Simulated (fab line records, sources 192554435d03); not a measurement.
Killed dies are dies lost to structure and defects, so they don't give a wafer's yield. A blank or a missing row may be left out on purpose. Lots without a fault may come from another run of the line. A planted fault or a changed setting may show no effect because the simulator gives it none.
fab line records | flow n5_finfet
record lots=5 wafers=15 last_day=19
route steps=1938 shown BEOL_M6@1194 PASSIVATION@1936
lots that met no fault: from a run of the same line without faults
start_h: hours from the record's first day to the start of the lot's first wafer shown | wait_h: hours since the lot's step before | " the same as in the row above | L1.1+2: a row that stands for several wafers | - no value, or no start given | * or withheld: withheld | < > ~ a bound
route shown NAME@n: a module of which the file shows steps, and the number in the route of the first | usual: mean/standard deviation of fault-free wafers | same: alike in all rows | chamber/n: place in a boat | sites: the reading at each site | _std_site: their standard deviation | _edge_site: outer sites' mean less inner sites' | radius_mm: how far each site lies from the wafer's centre | mask NAME#n: copy n | behind: the tool/chamber that last shaped the wafer | hold: why the lot was held/for how many hours/how that ended | device: the transistor (n, p or np) that didn't switch | end of line: the same wafers' tests at the end of the route | a step without rows: its recipe alone | killed: dies lost to structure and defects at the first sort, not the wafer's yield | map: a wafer's dies, x killed, . not, _ none there
set.NAME: the setting as run; set.NAME@STEP: as run at that earlier step | model.NAME: the simulator's own value behind a step, which no gauge read
lots at some steps of the route; a table a step, a row a wafer
services: from which hour (start_h, from the record's first day; less than 0 if before it) a tool's chamber was out of use, for how many hours, and why
## steps
# step N5_BEOL_M6_ILD_DEP_00
# recipe material=SiCOH_lowk target_thk_a=1797.5 temp_c=300 precursor=DEMS/porogen pressure_torr=5 rf_w=500 time_s=33.4
# step N5_BEOL_M6_CURE_74
# recipe temp_c=385 time_s=240 ambient=He/Ar material=SiCOH_lowk
# step N5_BEOL_M6_PECVD_70
# recipe material=SiO2 target_thk_a=200 temp_c=400 precursor=TEOS/O2 pressure_torr=5.5 rf_w=450 teos_flow_sccm=53.8 gas=O2 flow_sccm=3000 time_s=22.7
# step N5_BEOL_M6_HM_DEP_02
# recipe material=TiN target_thk_a=200 temp_c=25 chamber_pressure_pa=0.49996
# step N5_BEOL_M6_COAT_59
# recipe resist=SOC temp_c=250 time_s=60 spin_rpm=1500 resist_thk_nm=100
# step N5_BEOL_M6_COAT_60
# recipe resist=SiARC temp_c=220 time_s=60 spin_rpm=1500 resist_thk_nm=35
# step N5_BEOL_M6_COAT_05
# recipe resist=CAR-ArF spin_rpm=1500 resist_thk_nm=90
# step N5_BEOL_M6_EBR_07
# recipe solvent=PGMEA ebr_width_mm=1.5
# step N5_BEOL_M6_SOFTBAKE_06
# recipe temp_c=110 time_s=60 resist=CAR-ArF
# step N5_BEOL_M6_EXPOSE_08
# recipe mask_id=M6 na=1.35 source_shape=dipole sigma_inner=0.817 sigma_outer=0.97 polarization=te dose_mj=68.25
# usual exposure_dose_mJ_cm2=68.19/0.071 stage_vel_mm_s=499.97/0.25
# columns lot.wafer tool chamber start_h wait_h mask exposure_dose_mJ_cm2 stage_vel_mm_s
L886.2 arfi_scanner-02 0 277.51 - M6#0 68.14 499.87
L886.3 " 0 " " M6#0 68.14 500.04
L886.5 " 0 " " M6#0 68.12 500.10
L897.1 arfi_scanner-02 0 329.82 - M6#0 65.86 500.22
L897.3 " 0 " " M6#0 65.86 500.44
L897.5 " 0 " " M6#0 65.81 500.65
L898.1 arfi_scanner-02 0 346.87 - M6#0 66.34 499.97
L898.3 " 0 " " M6#0 66.31 499.90
L898.4 " 0 " " M6#0 66.24 499.79
L895.1 arfi_scanner-01 0 354.47 - M6#0 68.01 500.09
L895.4 " 0 " " M6#0 68.19 500.06
L895.5 " 0 " " M6#0 68.12 500.09
L899.3 arfi_scanner-02 0 355.71 - M6#0 66.61 499.68
L899.5 " 0 " " M6#0 66.62 500.01
L899.6 " 0 " " M6#0 66.58 499.83
# step N5_BEOL_M6_PEB_09
# recipe peb_temp_c=withheld peb_time_s=60 resist=CAR-ArF
# step N5_BEOL_M6_DEVELOP_10
# recipe develop_time_s=30 developer=TMAH resist=CAR-ArF rinse_liquid=diw dry=air_spin dev_temp_c=23
# step N5_BEOL_M6_DESCUM_16
# recipe chemistry=O2 time_s=7.9 source_power_w=50 bias_power_w=20 pressure_mtorr=20 rf_frequency_hz=2.712e+07 temp_c=40 resist=CAR-ArF o2_flow_sccm=225
# step N5_BEOL_M6_ETCH_61
# recipe chemistry=CF4 target=SiARC target_depth_a=455 mask_material=CAR-ArF time_s=75.8 ion_energy_ev=80 pressure_mtorr=40 source_w=545 bias_w=36 Ar_flow_sccm=100 cf4_flow_sccm=100 ends=cleared
# usual drypump_motor_current_A=5.8/0.49 etch_rf_on_time_s=75.6/1.9 oes_product_au=0.69/0.068 rf_vpp_V=183.8/1.2 showerhead_plenum_p_Torr=2.12/0.075 throttle_valve_pct=15.62/0.22
# columns lot.wafer tool chamber start_h wait_h drypump_motor_current_A etch_rf_on_time_s oes_product_au rf_hours_counter_h rf_vpp_V showerhead_plenum_p_Torr throttle_valve_pct model.BEOL_M6.cd_offset_nm
L886.2 rie_diel-03 0 277.75 0.0 6.0 75.4 0.68 101 184.0 2.08 15.70 0.4
L886.3 " 3 " " 5.6 75.2 0.81 8 185.6 2.19 15.70 1
L886.5 " 3 " " 5.6 75.8 0.81 - 184.9 2.19 15.70 0.6
L897.1 rie_diel-05 1 330.41 0.0 6.1 75.9 0.73 57 183.7 2.09 15.51 -2.8
L897.3 " 3 " " 5.5 74.8 0.74 47 182.2 2.10 15.30 -1.8
L897.5 " 3 " " 5.5 75.0 0.73 - 184.9 2.10 15.31 -2.6
L898.1 rie_diel-01 0 347.38 0.0 6.2 78.9 0.61 200 183.0 2.04 15.83 -0.6
L898.3 " 2 " " 5.4 74.4 0.86 2 186.4 2.19 15.37 -0.6
L898.4 " 2 " " 5.4 74.9 0.85 - 185.4 2.19 15.37 -0.6
L895.1 rie_diel-05 0 354.72 0.0 5.4 76.4 0.67 104 184.9 2.17 15.64 -0.4
L895.4 " 2 " " 5.6 71.7 0.62 243 185.4 2.20 15.90 -1
L895.5 " 3 " " 5.6 75.8 0.72 - 183.2 2.10 15.32 -0.8
L899.3 rie_diel-01 0 356.31 0.0 6.2 79.5 0.60 204 183.8 2.04 15.83 -1.4
L899.5 " 3 " " 5.1 76.0 0.62 - 182.2 1.94 15.56 -1.8
L899.6 " 2 " " 5.4 74.5 0.84 - 185.7 2.19 15.38 -1.4
# step N5_BEOL_M6_ETCH_62
# recipe chemistry=N2/H2 target=SOC target_depth_a=1100 overetch_a=220 mask_material=SiARC temp_c=40 time_s=165 ion_energy_ev=200 pressure_mtorr=30 source_w=840 bias_w=150 n2_flow_sccm=200 h2_flow_sccm=200
# step N5_BEOL_M6_STRIP_68
# recipe chemistry=N2/H2 temp_c=40 n2_flow_sccm=200 h2_flow_sccm=200 rf_frequency_hz=6e+07
# step N5_BEOL_M6_STRIP_67
# recipe chemistry=CF4 resist=SiARC power_w=300 bias_power_w=75 pressure_mtorr=50 cf4_flow_sccm=150 rf_frequency_hz=6e+07
# step N5_BEOL_M6_HM_OPEN_17
# recipe chemistry=Cl2/BCl3 target_depth_a=200 overetch_a=60 target=TiN mask_material=SOC ion_energy_ev=150 pressure_mtorr=10 icp_w=1000 bias_w=126 Cl2_flow_sccm=53.25 bcl3_flow_sccm=21.75 Ar_flow_sccm=25
# usual drypump_motor_current_A=5.9/0.43 oes_product_au=0.68/0.061 throttle_valve_pct=22.15/0.24
# columns lot.wafer tool chamber start_h wait_h drypump_motor_current_A oes_product_au rf_hours_counter_h throttle_valve_pct model.BEOL_M6.cd_offset_nm
L886.2 rie_metal-03 1 278.00 0.0 6.0 0.53 118 22.26 0.4
L886.3 " 0 " " 6.3 0.70 - 22.13 1
L886.5 " 0 " " 6.2 0.68 - 22.16 0.6
L897.1 rie_metal-02 1 330.66 0.0 5.0 0.69 23 21.78 -2.8
L897.3 " 1 " " 5.0 0.69 - 21.76 -1.4
L897.5 " 0 " " 5.9 0.69 - 22.27 -2.4
L898.1 rie_metal-03 0 347.62 0.0 6.3 0.68 36 22.15 -0.4
L898.3 " 0 " " 6.3 0.68 - 22.15 -1
L898.4 " 1 " " 6.0 0.82 - 22.20 -1
L895.1 rie_metal-02 1 354.97 0.0 5.0 0.69 25 21.74 0
L895.4 " 1 " " 5.0 0.69 - 21.75 -0.6
L895.5 " 1 " " 5.0 0.70 - 21.74 -0.2
L899.3 rie_metal-01 1 356.59 0.1 6.1 0.62 - 22.63 -1
L899.5 " 1 " " 6.1 0.62 - 22.63 -1.6
L899.6 " 0 " " 5.9 0.63 - 22.07 -1.2
# step N5_BEOL_M6_STRIP_19
# recipe chemistry=O2 power_w=400 temp_c=40 pressure_mtorr=30 rf_frequency_hz=6e+07 bias_power_w=0 overash_fraction=0.2 o2_flow_sccm=225
# step N5_PASSIVATION_PROBE_49
# usual defect_limited_yield=90.9/1.4 killed_at_M0_to_M3=38/11 killed_at_M4_up=13/5.9 killed_at_contacts=14/6.4 killed_at_front_end=38/11 killed_at_other=3.3/2.5 killed_dies=107/16 killed_open=70/12 killed_short=35/7.7 sort_bin_5_function=5.3/0.94 sort_bin_6_memory=3.5/0.7 sort_n_pass=1073/16 sort_yield_pct=90.9/1.4
# same gross_dies=1180 killed_at_back_side=0 sort_bin_4_leakage[%]=0 sort_bin_8_speed[%]=0
# columns lot.wafer tool chamber start_h wait_h defect_limited_yield[%] killed_at_M0_to_M3 killed_at_M4_up killed_at_contacts killed_at_front_end killed_at_other killed_dies killed_open killed_short sort_bin_5_function[%] sort_bin_6_memory[%] sort_n_pass sort_yield_pct[%]
L897.1 prober-02 - 424.41 0.0 89.6 48 14 16 43 2 123 88 34 6.3 3.8 1057 89.6
L897.3 prober-02 - 424.51 0.1 87.5 71 18 35 22 1 147 104 43 7.5 4.4 1033 87.5
L897.5 prober-02 - 424.61 0.2 90.9 42 17 20 28 0 107 67 36 6.1 2.7 1073 90.9
L895.1 prober-02 - 449.81 0.0 89.3 52 19 15 38 2 126 81 44 6.5 3.8 1054 89.3
L895.4 prober-02 - 449.96 0.2 91.3 39 5 12 47 0 103 71 32 5.3 3.3 1077 91.3
L895.5 prober-02 - 450.01 0.2 90.3 39 15 23 38 0 115 83 32 5.4 4.2 1065 90.3
L899.3 prober-02 - 461.58 0.1 90.0 49 7 13 45 4 118 67 45 5.2 4.1 1062 90.0
L899.5 prober-02 - 461.68 0.2 90.5 37 10 17 47 1 112 72 40 5.3 3.8 1068 90.5
L899.6 prober-02 - 461.73 0.3 89.4 65 14 8 34 4 125 84 39 6.4 3.9 1055 89.4
# killed by level:class
L897.1 FIN_SAQP:geometric_particle:open=17 MOL_CONTACT_COAG:geometric_particle:open=13 BEOL_M3:geometric_particle:open=12 BEOL_M0_SAQP:geometric_particle:open=12 BEOL_M0_SAQP:geometric_particle:short=10 STI_FIN_REVEAL:geometric_particle:open=7 FIN_SAQP:geometric_particle:short=6 BEOL_M1:geometric_particle:open=6
L897.3 MOL_CONTACT_COAG:geometric_particle:open=28 BEOL_M3:geometric_particle:open=25 BEOL_M0_SAQP:geometric_particle:open=14 STI_FIN_REVEAL:geometric_particle:open=9 BEOL_M0_SAQP:geometric_particle:short=8 MOL_CONTACT_COAG:geometric_particle:short=7 BEOL_M2:geometric_particle:open=7 BEOL_M1:geometric_particle:open=5
L897.5 MOL_CONTACT_COAG:geometric_particle:open=18 BEOL_M1:geometric_particle:open=9 BEOL_M3:geometric_particle:open=7 BEOL_M3:geometric_particle:short=6 BEOL_M0_SAQP:geometric_particle:short=5 BEOL_M0_SAQP:geometric_particle:open=5 FIN_SAQP:geometric_particle:short=4 DUMMY_GATE:geometric_particle:open=4
L895.1 BEOL_M2:geometric_particle:open=24 STI_FIN_REVEAL:geometric_particle:open=12 MOL_CONTACT_COAG:geometric_particle:open=11 BEOL_M0_SAQP:geometric_particle:short=9 FIN_SAQP:geometric_particle:short=7 BEOL_M0_SAQP:geometric_particle:open=7 BEOL_M8:geometric_particle:open=5 STI_FIN_REVEAL:geometric_particle:short=4
L895.4 BEOL_M3:geometric_particle:open=13 BEOL_M0_SAQP:geometric_particle:short=11 FIN_SAQP:geometric_particle:open=9 BEOL_M2:geometric_particle:open=9 STI_FIN_REVEAL:geometric_particle:open=9 MOL_CONTACT_COAG:geometric_particle:open=9 FIN_SAQP:geometric_particle:short=6 BEOL_M0_SAQP:geometric_particle:open=6
L895.5 MOL_CONTACT_COAG:geometric_particle:open=19 FIN_SAQP:geometric_particle:open=18 BEOL_M2:geometric_particle:open=16 BEOL_M0_SAQP:geometric_particle:short=9 FIN_SAQP:geometric_particle:short=5 MOL_CONTACT_COAG:geometric_particle:short=4 BEOL_M0_SAQP:geometric_particle:open=4 BEOL_M5:geometric_particle:open=4
L899.3 FIN_SAQP:geometric_particle:short=13 BEOL_M1:geometric_particle:open=12 FIN_SAQP:geometric_particle:open=11 MOL_CONTACT_COAG:geometric_particle:open=10 BEOL_M0_SAQP:geometric_particle:short=8 BEOL_M1:geometric_particle:short=7 BEOL_M3:geometric_particle:open=7 BEOL_M0_SAQP:geometric_particle:open=6
L899.5 MOL_CONTACT_COAG:geometric_particle:open=15 FIN_SAQP:geometric_particle:short=12 BEOL_M1:geometric_particle:open=12 STI_FIN_REVEAL:geometric_particle:open=8 FIN_SAQP:geometric_particle:open=7 GATE_CUT:geometric_particle:short=6 BEOL_M1:geometric_particle:short=6 BEOL_M0_SAQP:geometric_particle:short=5
L899.6 BEOL_M1:geometric_particle:open=26 STI_FIN_REVEAL:geometric_particle:open=10 BEOL_M1:geometric_particle:short=10 BEOL_M2:geometric_particle:open=8 FIN_SAQP:geometric_particle:short=6 BEOL_M3:geometric_particle:open=6 MOL_CONTACT_COAG:geometric_particle:open=6 BEOL_M0_SAQP:geometric_particle:open=6
## services
# columns tool chamber start_h hours kind
arfi_scanner-01 - 260.20 1.0 pm
rie_metal-03 1 278.13 - clean
rie_metal-03 1 278.13 20.0 scheduled_down
rie_metal-03 1 278.13 20.0 vent_cycle
arfi_scanner-02 - 309.42 4.9 pm
rie_metal-03 1 315.00 14.0 repair
arfi_scanner-01 - 315.07 1.3 pm
arfi_scanner-02 - 318.15 0.8 pm
rie_diel-03 - 322.81 14.6 pm
arfi_scanner-01 - 325.44 0.8 pm
rie_diel-01 2 329.64 - clean
rie_diel-01 2 329.64 - consumable_replace:focus_ring
rie_diel-01 2 329.64 14.3 scheduled_down
rie_diel-01 2 329.64 14.3 vent_cycle
arfi_scanner-02 - 331.55 5.4 repair
rie_diel-01 1 341.15 22.0 repair
rie_metal-02 0 341.95 3.6 repair
rie_diel-05 2 349.12 1.4 repair
## key
first_sign step=N5_BEOL_M6_EXPOSE_08 reading=exposure_dose_mJ_cm2 direction=down sigmas=27 usual=68.19 struck=66.25
effect none on later readings
model_effect step=N5_BEOL_M6_ETCH_61 value=BEOL_M6.cd_offset_nm without=-0.1556 struck=-1.511
model_effect step=N5_BEOL_M6_HM_OPEN_17 value=BEOL_M6.cd_offset_nm without=0.02222 struck=-1.422
met_at N5_BEOL_M6_EXPOSE_08
struck_wafers L897.1,L897.3,L897.5,L898.1,L898.3,L898.4,L899.3,L899.5,L899.6
loop_trim step=N5_BEOL_M6_EXPOSE_08 setting=dose lots=L898,L899
onset_between 277.51 329.82
fault kind=process_parameter_drift tool=arfi_scanner-02 chamber=- onset_h=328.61 steps=N5_BEOL_M6_EXPOSE_08 channel=dose_mj offset=-2.4128 shape=step acts_in=these_recipes_only stated=68.25
# loop_trim: a control loop set the setting to another value than it would have without faults
